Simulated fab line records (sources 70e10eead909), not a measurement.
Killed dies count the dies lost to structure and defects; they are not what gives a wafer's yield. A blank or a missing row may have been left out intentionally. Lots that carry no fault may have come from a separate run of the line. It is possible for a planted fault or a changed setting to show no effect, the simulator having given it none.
The tool behind it: which one? :: flow nand_harc :: 36 wafers from 12 lots sampled at 5 of the route's 1159 steps

WHAT THE GAUGES READ, wafer by wafer
NHARC_A_CHANNEL_HOLE_D1_CD_MEAS_18.
lot: L352
measured: day 7 16:53
on: cd_sem-01
cd_nm (nm): 104.5 100.1 97.4

lot: L353
measured: day 8 16:55
on: cd_sem-01
cd_nm (nm): 98.9 94.9 95.9

lot: L355
measured: day 9 04:05
on: cd_sem-02
cd_nm (nm): 95.8 98.7 103.4

lot: L354
measured: day 9 05:08
on: cd_sem-02
cd_nm (nm): 98.0 98.3 99.7

lot: L362
measured: day 10 23:52
on: cd_sem-01
cd_nm (nm): 96.7 102.1 99.3

lot: L365
measured: day 11 08:12
on: cd_sem-01
cd_nm (nm): 97.4 97.0 99.1

lot: L367
measured: day 11 17:40
on: cd_sem-03
cd_nm (nm): 98.4 98.7 99.8

lot: L366
measured: day 11 17:50
on: cd_sem-03
cd_nm (nm): 99.6 98.8 94.5

lot: L370
measured: day 12 17:34
on: cd_sem-01
cd_nm (nm): 100.6 97.5 101.8

lot: L368
measured: day 12 18:26
on: cd_sem-02
cd_nm (nm): 99.2 94.9 99.2

lot: L369
measured: day 12 19:00
on: cd_sem-03
cd_nm (nm): 100.1 100.3 100.2

lot: L375
measured: day 13 21:19
on: cd_sem-02
cd_nm (nm): 94.7 95.5 94.6

NHARC_END_SORT_01.
lot: L365
measured: day 21 20:44
on: prober-01
killed_at_array: 41 51 46
killed_at_other: 0 0 0
killed_at_periphery: 3 4 1
killed_dies: 44 55 47
killed_open: 4 6 3
killed_short: 3 2 4

TOOL THAT RAN EACH LOT (tool first, then ch and the chambers of the sampled wafers, then the start)
lot: L352
NHARC_A_CHANNEL_HOLE_D1_ETCH_38: rie_diel-13 ch 0,1,3, day 7 15:52
NHARC_A_CHANNEL_HOLE_D1_ETCH_34: rie_diel-13 ch 2,3, day 7 16:53 or earlier
NHARC_A_CHANNEL_HOLE_D1_ETCH_20: har_etch-02 ch 0,1, day 7 17:04

lot: L353
NHARC_A_CHANNEL_HOLE_D1_ETCH_38: rie_diel-13 ch 0,2,3, day 8 15:53
NHARC_A_CHANNEL_HOLE_D1_ETCH_34: rie_diel-13 ch 0,1,3, day 8 16:55 or earlier
NHARC_A_CHANNEL_HOLE_D1_ETCH_20: har_etch-02 ch 0,1, day 8 17:05

lot: L355
NHARC_A_CHANNEL_HOLE_D1_ETCH_38: rie_diel-13 ch 1,2,3, day 9 03:03
NHARC_A_CHANNEL_HOLE_D1_ETCH_34: rie_diel-13 ch 0,1,2, day 9 04:05 or earlier
NHARC_A_CHANNEL_HOLE_D1_ETCH_20: har_etch-01 ch 0,1, day 9 04:16

lot: L354
NHARC_A_CHANNEL_HOLE_D1_ETCH_38: rie_diel-08 ch 1,2,3, day 9 03:55
NHARC_A_CHANNEL_HOLE_D1_ETCH_34: rie_diel-08 ch 1,3, day 9 05:08 or earlier
NHARC_A_CHANNEL_HOLE_D1_ETCH_20: har_etch-02 ch 0, day 9 08:28

lot: L362
NHARC_A_CHANNEL_HOLE_D1_ETCH_38: rie_diel-08 ch 0,2,3, day 10 22:50
NHARC_A_CHANNEL_HOLE_D1_ETCH_34: rie_diel-08 ch 0,2, day 10 23:52 or earlier
NHARC_A_CHANNEL_HOLE_D1_ETCH_20: har_etch-02 ch 0,1, day 11 00:08

lot: L365
NHARC_A_CHANNEL_HOLE_D1_ETCH_38: rie_diel-13 ch 0,3, day 11 07:10
NHARC_A_CHANNEL_HOLE_D1_ETCH_34: rie_diel-13 ch 0,1,2, day 11 08:12 or earlier
NHARC_A_CHANNEL_HOLE_D1_ETCH_20: har_etch-01 ch 0,1, day 11 08:28

lot: L367
NHARC_A_CHANNEL_HOLE_D1_ETCH_38: rie_diel-08 ch 0,1,2, day 11 16:39
NHARC_A_CHANNEL_HOLE_D1_ETCH_34: rie_diel-08 ch 1,2,3, day 11 17:40 or earlier
NHARC_A_CHANNEL_HOLE_D1_ETCH_20: har_etch-01 ch 0,1, day 11 17:52

lot: L366
NHARC_A_CHANNEL_HOLE_D1_ETCH_38: rie_diel-13 ch 0,1,2, day 11 16:49
NHARC_A_CHANNEL_HOLE_D1_ETCH_34: rie_diel-13 ch 0,1,2, day 11 17:50 or earlier
NHARC_A_CHANNEL_HOLE_D1_ETCH_20: har_etch-02 ch 0,1, day 11 18:01

lot: L370
NHARC_A_CHANNEL_HOLE_D1_ETCH_38: rie_diel-08 ch 0,1, day 12 16:06
NHARC_A_CHANNEL_HOLE_D1_ETCH_34: rie_diel-08 ch 0,1,3, day 12 17:34 or earlier
NHARC_A_CHANNEL_HOLE_D1_ETCH_20: har_etch-02 ch 0,1, day 12 17:51

lot: L368
NHARC_A_CHANNEL_HOLE_D1_ETCH_38: rie_diel-11 ch 2,3, day 12 17:24
NHARC_A_CHANNEL_HOLE_D1_ETCH_34: rie_diel-11 ch 2,3, day 12 18:26 or earlier
NHARC_A_CHANNEL_HOLE_D1_ETCH_20: har_etch-01 ch 0,1, day 12 18:46

lot: L369
NHARC_A_CHANNEL_HOLE_D1_ETCH_38: rie_diel-08 ch 0,1, day 12 17:59
NHARC_A_CHANNEL_HOLE_D1_ETCH_34: rie_diel-08 ch 1,3, day 12 19:00 or earlier
NHARC_A_CHANNEL_HOLE_D1_ETCH_20: har_etch-02 ch 0,1, day 12 21:55

lot: L375
NHARC_A_CHANNEL_HOLE_D1_ETCH_38: rie_diel-11 ch 0,2,3, day 13 20:17
NHARC_A_CHANNEL_HOLE_D1_ETCH_34: rie_diel-11 ch 0,2,3, day 13 21:19 or earlier
NHARC_A_CHANNEL_HOLE_D1_ETCH_20: har_etch-02 ch 0,1, day 14 00:13
- NHARC_A_CHANNEL_HOLE_D1_ETCH_38: etches the open film in CF4, target depth 39 nm, time 65 s.
- NHARC_A_CHANNEL_HOLE_D1_ETCH_34: etches the open film in CF4/CHF3, target depth 154 nm, time 77 s.
- NHARC_A_CHANNEL_HOLE_D1_ETCH_20: etches the open film in C4F8/O2/Ar, time 361.9 s, target depth 1600 nm.

WHAT THE TOOLS THEMSELVES READ (means of the sampled wafers that have a number; where no wafer has one, the mark that the record gives instead)
NHARC_A_CHANNEL_HOLE_D1_ETCH_38.
lot: L352
tool: rie_diel-13
drypump_motor_current_A (A): 5.8
oes_product_au (a.u.): 1.009
rf_vpp_V (V): 152.4
run_length_s (s): 86.1
showerhead_plenum_p_Torr (Torr): 1.79
throttle_valve_pct (%): 13.288

lot: L353
tool: rie_diel-13
drypump_motor_current_A (A): 5.9
oes_product_au (a.u.): 1.012
rf_vpp_V (V): 151.0
run_length_s (s): 86.0
showerhead_plenum_p_Torr (Torr): 1.78
throttle_valve_pct (%): 13.277

lot: L355
tool: rie_diel-13
drypump_motor_current_A (A): 5.6
oes_product_au (a.u.): 1.012
rf_vpp_V (V): 151.3
run_length_s (s): 86.1
showerhead_plenum_p_Torr (Torr): 1.77
throttle_valve_pct (%): 13.282

lot: L354
tool: rie_diel-08
drypump_motor_current_A (A): 6.0
oes_product_au (a.u.): 0.995
rf_vpp_V (V): 152.1
run_length_s (s): 86.4
showerhead_plenum_p_Torr (Torr): 1.80
throttle_valve_pct (%): 13.281

lot: L362
tool: rie_diel-08
drypump_motor_current_A (A): 5.9
oes_product_au (a.u.): 1.001
rf_vpp_V (V): 152.6
run_length_s (s): 86.1
showerhead_plenum_p_Torr (Torr): 1.85
throttle_valve_pct (%): 13.285

lot: L365
tool: rie_diel-13
drypump_motor_current_A (A): 5.9
oes_product_au (a.u.): 0.999
rf_vpp_V (V): 150.6
run_length_s (s): 81.1
showerhead_plenum_p_Torr (Torr): 1.73
throttle_valve_pct (%): 13.280

lot: L367
tool: rie_diel-08
drypump_motor_current_A (A): 5.8
oes_product_au (a.u.): 0.998
rf_vpp_V (V): 151.3
run_length_s (s): 86.2
showerhead_plenum_p_Torr (Torr): 1.81
throttle_valve_pct (%): 13.289

lot: L366
tool: rie_diel-13
drypump_motor_current_A (A): 5.7
oes_product_au (a.u.): 1.028
rf_vpp_V (V): 152.9
run_length_s (s): 80.8
showerhead_plenum_p_Torr (Torr): 1.84
throttle_valve_pct (%): 13.278

lot: L370
tool: rie_diel-08
drypump_motor_current_A (A): 5.8
oes_product_au (a.u.): 0.999
rf_vpp_V (V): 151.1
run_length_s (s): 86.1
showerhead_plenum_p_Torr (Torr): 1.82
throttle_valve_pct (%): 13.282

lot: L368
tool: rie_diel-11
drypump_motor_current_A (A): 5.8
oes_product_au (a.u.): 1.014
rf_vpp_V (V): 152.5
run_length_s (s): 86.8
showerhead_plenum_p_Torr (Torr): 1.81
throttle_valve_pct (%): 13.277

lot: L369
tool: rie_diel-08
drypump_motor_current_A (A): 6.0
oes_product_au (a.u.): 1.003
rf_vpp_V (V): 151.5
run_length_s (s): 86.1
showerhead_plenum_p_Torr (Torr): 1.76
throttle_valve_pct (%): 13.291

lot: L375
tool: rie_diel-11
drypump_motor_current_A (A): 5.7
oes_product_au (a.u.): 0.999
rf_vpp_V (V): 151.2
run_length_s (s): 86.4
showerhead_plenum_p_Torr (Torr): 1.77
throttle_valve_pct (%): 13.280

NHARC_A_CHANNEL_HOLE_D1_ETCH_34.
lot: L352
tool: rie_diel-13
drypump_motor_current_A (A): 5.6
oes_product_au (a.u.): 0.935
rf_vpp_V (V): 370.5
run_length_s (s): 98.1
showerhead_plenum_p_Torr (Torr): 1.57
throttle_valve_pct (%): 16.802

lot: L353
tool: rie_diel-13
drypump_motor_current_A (A): 5.8
oes_product_au (a.u.): 0.932
rf_vpp_V (V): 372.2
run_length_s (s): 98.3
showerhead_plenum_p_Torr (Torr): 1.59
throttle_valve_pct (%): 16.804

lot: L355
tool: rie_diel-13
drypump_motor_current_A (A): 5.7
oes_product_au (a.u.): 0.943
rf_vpp_V (V): 373.4
run_length_s (s): 97.9
showerhead_plenum_p_Torr (Torr): 1.64
throttle_valve_pct (%): 16.802

lot: L354
tool: rie_diel-08
drypump_motor_current_A (A): 6.2
oes_product_au (a.u.): 0.954
rf_vpp_V (V): 370.1
run_length_s (s): 98.4
showerhead_plenum_p_Torr (Torr): 1.56
throttle_valve_pct (%): 16.802

lot: L362
tool: rie_diel-08
drypump_motor_current_A (A): 5.6
oes_product_au (a.u.): 0.931
rf_vpp_V (V): 373.1
run_length_s (s): 97.9
showerhead_plenum_p_Torr (Torr): 1.65
throttle_valve_pct (%): 16.800

lot: L365
tool: rie_diel-13
drypump_motor_current_A (A): 5.7
oes_product_au (a.u.): 0.940
rf_vpp_V (V): 373.2
run_length_s (s): 97.9
showerhead_plenum_p_Torr (Torr): 1.64
throttle_valve_pct (%): 16.808

lot: L367
tool: rie_diel-08
drypump_motor_current_A (A): 6.0
oes_product_au (a.u.): 0.927
rf_vpp_V (V): 371.9
run_length_s (s): 98.2
showerhead_plenum_p_Torr (Torr): 1.60
throttle_valve_pct (%): 16.798

lot: L366
tool: rie_diel-13
drypump_motor_current_A (A): 5.7
oes_product_au (a.u.): 0.934
rf_vpp_V (V): 372.6
run_length_s (s): 98.2
showerhead_plenum_p_Torr (Torr): 1.64
throttle_valve_pct (%): 16.803

lot: L370
tool: rie_diel-08
drypump_motor_current_A (A): 6.1
oes_product_au (a.u.): 0.927
rf_vpp_V (V): 372.9
run_length_s (s): 98.3
showerhead_plenum_p_Torr (Torr): 1.61
throttle_valve_pct (%): 16.802

lot: L368
tool: rie_diel-11
drypump_motor_current_A (A): 5.8
oes_product_au (a.u.): 0.929
rf_vpp_V (V): 371.6
run_length_s (s): 98.6
showerhead_plenum_p_Torr (Torr): 1.61
throttle_valve_pct (%): 16.811

lot: L369
tool: rie_diel-08
drypump_motor_current_A (A): 6.2
oes_product_au (a.u.): 0.922
rf_vpp_V (V): 369.7
run_length_s (s): 98.2
showerhead_plenum_p_Torr (Torr): 1.56
throttle_valve_pct (%): 16.790

lot: L375
tool: rie_diel-11
drypump_motor_current_A (A): 5.7
oes_product_au (a.u.): 0.980
rf_vpp_V (V): 370.7
run_length_s (s): 98.4
showerhead_plenum_p_Torr (Torr): 1.58
throttle_valve_pct (%): 16.807

NHARC_A_CHANNEL_HOLE_D1_ETCH_20.
lot: L352
tool: har_etch-02
drypump_motor_current_A (A): 5.5
showerhead_plenum_p_Torr (Torr): 3.82
throttle_valve_pct (%): 32.160

lot: L353
tool: har_etch-02
drypump_motor_current_A (A): 5.5
showerhead_plenum_p_Torr (Torr): 3.82
throttle_valve_pct (%): 32.162

lot: L355
tool: har_etch-01
drypump_motor_current_A (A): 5.6
showerhead_plenum_p_Torr (Torr): 3.77
throttle_valve_pct (%): 32.152

lot: L354
tool: har_etch-02
drypump_motor_current_A (A): 6.0
showerhead_plenum_p_Torr (Torr): 3.69
throttle_valve_pct (%): 32.159

lot: L362
tool: har_etch-02
drypump_motor_current_A (A): 5.5
showerhead_plenum_p_Torr (Torr): 3.80
throttle_valve_pct (%): 32.155

lot: L365
tool: har_etch-01
drypump_motor_current_A (A): 5.6
showerhead_plenum_p_Torr (Torr): 3.76
throttle_valve_pct (%): 32.154

lot: L367
tool: har_etch-01
drypump_motor_current_A (A): 5.8
showerhead_plenum_p_Torr (Torr): 3.72
throttle_valve_pct (%): 32.156

lot: L366
tool: har_etch-02
drypump_motor_current_A (A): 5.6
showerhead_plenum_p_Torr (Torr): 3.79
throttle_valve_pct (%): 32.159

lot: L370
tool: har_etch-02
drypump_motor_current_A (A): 5.8
showerhead_plenum_p_Torr (Torr): 3.73
throttle_valve_pct (%): 32.147

lot: L368
tool: har_etch-01
drypump_motor_current_A (A): 5.8
showerhead_plenum_p_Torr (Torr): 3.71
throttle_valve_pct (%): 32.157

lot: L369
tool: har_etch-02
drypump_motor_current_A (A): 5.8
showerhead_plenum_p_Torr (Torr): 3.72
throttle_valve_pct (%): 32.162

lot: L375
tool: har_etch-02
drypump_motor_current_A (A): 5.6
showerhead_plenum_p_Torr (Torr): 3.78
throttle_valve_pct (%): 32.147

THE ANSWER, worked out from the rows above alone
Rule: the usual values come from the lots themselves. Put in order of their means at a reading, lots are off if they are a third of the lots or fewer, leave a main group of 4 or more, and stand apart from it by a gap of 3 or more times the standard deviation of the main group's means; of several such gaps the widest counts. If all means in a main group match to the digits the tables above print for the reading, that group is not used. Also off: a lot with no number at a reading for which 4 or more lots have one. Where the step has rows for the other lots, those lots are counted as sound. The gauges are gone through in route order, then the tools' own readings, and for those a lot's mean is taken as printed above. At the first step where some lot is off, the reading lying furthest off is the one used; lots without a number count as furthest.
Off at NHARC_A_CHANNEL_HOLE_D1_ETCH_38 (run_length_s): L365, L366. Main group: mean 86.2 s, sd 0.23.
A tool fits if, at that step or a process step before it, it ran every lot that is off, and no sound lot after the first of them. One candidate fits, namely rie_diel-13 at NHARC_A_CHANNEL_HOLE_D1_ETCH_38. A fault onset in the window from L355 (day 9 03:03, its last sound lot) to L365 (day 11 07:10, its first lot off) fits.
The tool's own readings at NHARC_A_CHANNEL_HOLE_D1_ETCH_38 bear it out: on the lots that are off they differ by more than 5 times the standard deviation of the sound lots' means. run_length_s reads 80.9 s there against 86.2 s on the sound lots.

WHAT HAD BEEN PUT IN BY THE SIMULATOR
rie_diel-13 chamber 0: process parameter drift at NHARC_A_CHANNEL_HOLE_D1_ETCH_38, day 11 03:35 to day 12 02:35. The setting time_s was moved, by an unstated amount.
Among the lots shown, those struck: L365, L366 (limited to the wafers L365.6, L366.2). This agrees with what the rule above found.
